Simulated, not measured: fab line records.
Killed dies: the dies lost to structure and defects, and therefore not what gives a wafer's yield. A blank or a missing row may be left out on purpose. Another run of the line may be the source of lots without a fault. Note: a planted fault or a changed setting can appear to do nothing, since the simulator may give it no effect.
Chamber matching / flow nand_harc / 4 sister chambers for NHARC_P_GATE_STRIP_101 on rie_diel-13
The step strips in O2, time 20 s. 8 wafers are shown with their chamber, then 7 later ones without.

EACH WAFER AND ITS CHAMBER
wafer=L089.3; chamber=2; oes_product_au (a.u.)=1.006; throttle_valve_pct (%)=17.030
wafer=L089.5; chamber=2; oes_product_au (a.u.)=1.003; throttle_valve_pct (%)=17.015
wafer=L089.6; chamber=3; oes_product_au (a.u.)=0.990; throttle_valve_pct (%)=17.045
wafer=L087.6; chamber=0; oes_product_au (a.u.)=0.990; throttle_valve_pct (%)=17.053
wafer=L088.1; chamber=0; oes_product_au (a.u.)=1.000; throttle_valve_pct (%)=17.022
wafer=L088.4; chamber=3; oes_product_au (a.u.)=0.991; throttle_valve_pct (%)=17.038
wafer=L092.2; chamber=1; oes_product_au (a.u.)=0.986; throttle_valve_pct (%)=17.032
wafer=L092.5; chamber=1; oes_product_au (a.u.)=0.984; throttle_valve_pct (%)=17.031

WAFERS WITHOUT THEIR CHAMBER
wafer=L092.6; oes_product_au (a.u.)=1.003; throttle_valve_pct (%)=17.038
wafer=L094.2; oes_product_au (a.u.)=0.986; throttle_valve_pct (%)=17.043
wafer=L094.3; oes_product_au (a.u.)=0.982; throttle_valve_pct (%)=17.033
wafer=L094.5; oes_product_au (a.u.)=0.978; throttle_valve_pct (%)=17.029
wafer=L095.1; oes_product_au (a.u.)=0.991; throttle_valve_pct (%)=17.029
wafer=L095.2; oes_product_au (a.u.)=0.980; throttle_valve_pct (%)=17.038
wafer=L095.4; oes_product_au (a.u.)=0.998; throttle_valve_pct (%)=17.031

THE CHAMBER EACH PASSED THROUGH
wafer=L092.6; from the rows above=can't be placed: 2 or 0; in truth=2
wafer=L094.2; from the rows above=can't be placed: 1 or 3 or 0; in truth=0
wafer=L094.3; from the rows above=can't be placed: 1 or 3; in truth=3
wafer=L094.5; from the rows above=can't be placed: 1 or 3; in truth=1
wafer=L095.1; from the rows above=can't be placed: 3 or 0 or 1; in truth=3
wafer=L095.2; from the rows above=can't be placed: 1 or 3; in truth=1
wafer=L095.4; from the rows above=can't be placed: 0 or 2 or 3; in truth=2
Correct placement for 0 of the 7. These rows do not allow placing 7 (true chamber among the candidates in 7). Placed wrongly: 0.
How it was worked out, from the rows above alone: a wafer's distance from a chamber is the root of the sum, over the readings, of the square of ((its reading less the chamber's mean) divided by the reading's scatter). The wafer belongs to the nearest chamber; if the next one is less than 2 further off, it can't be placed. Each chamber's mean is taken over the wafers shown for it. How the scatter is found: for the shown wafers, subtract from each reading the mean of its chamber, square and add these, divide the total by (wafers less chambers), then take the root.
